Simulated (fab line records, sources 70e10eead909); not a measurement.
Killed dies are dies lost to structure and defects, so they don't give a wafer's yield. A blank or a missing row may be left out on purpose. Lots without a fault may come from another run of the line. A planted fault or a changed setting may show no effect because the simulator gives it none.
Chamber matching | flow nand_harc | NHARC_P_M2_DESCUM_14 on rie_diel-03: 4 sister chambers
The step chemistry O2, time 3 s. 39 wafers are shown with their chamber, then 12 later ones without.

WAFERS WITH THEIR CHAMBER
wafer  | chamber | drypump_motor_current_A (A) | oes_product_au (a.u.) | rf_vpp_V (V)
L074.1 | 3       | 5.53                        | 0.997                 | 58.0
L074.5 | 1       | 5.69                        | 0.994                 | 58.6
L074.6 | 2       | 5.40                        | 0.997                 | 58.1
L075.2 | 2       | 5.40                        | 0.985                 | 58.3
L075.3 | 3       | 5.54                        | 0.987                 | 56.7
L075.6 | 1       | 5.67                        | 0.992                 | 57.4
L076.1 | 3       | 5.55                        | 1.000                 | 57.7
L076.3 | 1       | 5.67                        | 0.992                 | 56.4
L076.4 | 0       | 5.94                        | 0.995                 | 56.9
L078.1 | 0       | 5.96                        | 0.992                 | 56.2
L078.4 | 1       | 5.67                        | 0.996                 | 57.9
L078.5 | 2       | 5.39                        | 1.002                 | 57.1
L079.4 | 2       | 5.40                        | 1.000                 | 56.6
L079.5 | 2       | 5.41                        | 0.997                 | 58.1
L079.6 | 3       | 5.54                        | 0.997                 | 57.8
L080.1 | 0       | 5.95                        | 0.994                 | 56.9
L080.2 | 2       | 5.42                        | 0.994                 | 58.2
L080.4 | 1       | 5.63                        | 1.000                 | 57.4
L084.1 | 3       | 5.51                        | 0.995                 | 57.1
L084.3 | 1       | 5.65                        | 1.001                 | 57.8
L084.5 | 1       | 5.70                        | 0.986                 | 58.5
L083.3 | 1       | 5.69                        | 1.000                 | 56.9
L083.5 | 3       | 5.57                        | 0.997                 | 55.4
L083.6 | 0       | 5.92                        | 0.990                 | 59.1
L085.4 | 3       | 5.55                        | 1.013                 | 58.3
L085.5 | 3       | 5.57                        | 0.991                 | 56.8
L085.6 | 2       | 5.41                        | 0.996                 | 58.1
L088.2 | 2       | 5.41                        | 0.995                 | 59.3
L088.5 | 2       | 5.40                        | 0.988                 | 55.7
L088.6 | 3       | 5.54                        | 1.000                 | 57.1
L086.2 | 2       | 5.39                        | 0.996                 | 58.0
L086.4 | 3       | 5.53                        | 0.994                 | 58.1
L086.6 | 1       | 5.65                        | 0.993                 | 57.5
L090.1 | 2       | 5.40                        | 1.000                 | 57.0
L090.2 | 3       | 5.52                        | 1.007                 | 59.1
L090.5 | 0       | 5.92                        | 0.999                 | 56.5
L091.1 | 2       | 5.39                        | 1.006                 | 57.2
L091.3 | 3       | 5.56                        | 0.999                 | 57.5
L091.4 | 1       | 5.66                        | 1.001                 | 58.6

SIGNATURES (means of the wafers above)
reading                 | chamber 0 | chamber 1 | chamber 2 | chamber 3 | scatter within a chamber
drypump_motor_current_A | 5.9380    | 5.6680    | 5.4017    | 5.5425    | 0.0171
oes_product_au          | 0.99400   | 0.99550   | 0.99633   | 0.99808   | 0.00571
rf_vpp_V                | 57.120    | 57.700    | 57.642    | 57.467    | 0.924
Rule: a wafer's distance from a chamber is the root of the sum, over the readings, of the square of ((its reading less the chamber's mean) divided by the reading's scatter). The wafer belongs to the nearest chamber; if the next one is less than 2 further off, it can't be placed. The scatter: the root of (the sum of the squares of (reading less its chamber's mean) over the shown wafers, divided by (wafers less chambers)).

WAFERS WITHOUT THEIR CHAMBER
wafer  | drypump_motor_current_A (A) | oes_product_au (a.u.) | rf_vpp_V (V)
L092.2 | 5.66                        | 0.996                 | 59.9
L092.5 | 5.96                        | 0.991                 | 57.9
L092.6 | 5.67                        | 1.003                 | 57.8
L093.1 | 5.67                        | 0.994                 | 59.0
L093.2 | 5.56                        | 1.000                 | 57.4
L093.5 | 5.42                        | 0.992                 | 59.0
L095.1 | 5.70                        | 1.009                 | 58.5
L095.2 | 5.55                        | 0.996                 | 56.8
L095.6 | 5.54                        | 1.003                 | 57.3
L096.2 | 5.39                        | 0.993                 | 57.3
L096.5 | 5.40                        | 1.002                 | 56.5
L096.6 | 5.68                        | 1.004                 | 59.1

WHICH CHAMBER EACH WENT THROUGH
wafer  | from the rows above | in truth
L092.2 | 1                   | 1
L092.5 | 0                   | 0
L092.6 | 1                   | 1
L093.1 | 1                   | 1
L093.2 | 3                   | 3
L093.5 | 2                   | 2
L095.1 | 1                   | 1
L095.2 | 3                   | 3
L095.6 | 3                   | 3
L096.2 | 2                   | 2
L096.5 | 2                   | 2
L096.6 | 1                   | 1
Placed correctly: 12 of 12. Can't be placed from these rows: 0. Placed wrongly: 0.
